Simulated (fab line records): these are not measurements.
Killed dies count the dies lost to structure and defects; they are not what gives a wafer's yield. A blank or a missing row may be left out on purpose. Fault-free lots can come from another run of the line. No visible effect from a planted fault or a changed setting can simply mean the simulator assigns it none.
Chamber matching || flow nand-harc || NHARC_A_SLIT_DESCUM_14 on rie-diel-12 has 4 sister chambers
The step chemistry O2, time 3 s. 4 wafers are shown with their chamber, then 8 later ones without.

== WAFERS WITH THEIR CHAMBER ==
{"wafer": "L905.1", "chamber": 3, "drypump-motor-current-A (A)": 6.2}
{"wafer": "L908.4", "chamber": 2, "drypump-motor-current-A (A)": 5.0}
{"wafer": "L908.5", "chamber": 1, "drypump-motor-current-A (A)": 6.5}
{"wafer": "L910.2", "chamber": 0, "drypump-motor-current-A (A)": 6.0}

== WAFERS WHOSE CHAMBER IS MISSING ==
{"wafer": "L910.3", "drypump-motor-current-A (A)": 6.2}
{"wafer": "L910.5", "drypump-motor-current-A (A)": 4.9}
{"wafer": "L911.3", "drypump-motor-current-A (A)": 6.5}
{"wafer": "L911.5", "drypump-motor-current-A (A)": 5.0}
{"wafer": "L911.6", "drypump-motor-current-A (A)": 6.2}
{"wafer": "L912.2", "drypump-motor-current-A (A)": 5.0}
{"wafer": "L912.4", "drypump-motor-current-A (A)": 6.2}
{"wafer": "L912.5", "drypump-motor-current-A (A)": 6.5}

== WHICH CHAMBER EACH WENT THROUGH ==
{"wafer": "L910.3", "from the rows above": 3, "in truth": 3}
{"wafer": "L910.5", "from the rows above": 2, "in truth": 2}
{"wafer": "L911.3", "from the rows above": 1, "in truth": 1}
{"wafer": "L911.5", "from the rows above": 2, "in truth": 2}
{"wafer": "L911.6", "from the rows above": 3, "in truth": 3}
{"wafer": "L912.2", "from the rows above": 2, "in truth": 2}
{"wafer": "L912.4", "from the rows above": 3, "in truth": 3}
{"wafer": "L912.5", "from the rows above": 1, "in truth": 1}
Placed correctly: 8 of 8. Not placeable from these rows: 0. 0 placed wrongly.
How it was worked out, from the rows above alone: a wafer's distance from a chamber is the root of the sum, over the readings, of the square of ((its reading less the chamber's mean) divided by the reading's scatter). The wafer belongs to the nearest chamber; if the next one is less than 2 further off, it can't be placed. A chamber's mean is the mean of its shown wafers. The scatter: with one shown wafer a chamber, the root of the mean of the squares of how far each hidden wafer lies from its nearest shown one.
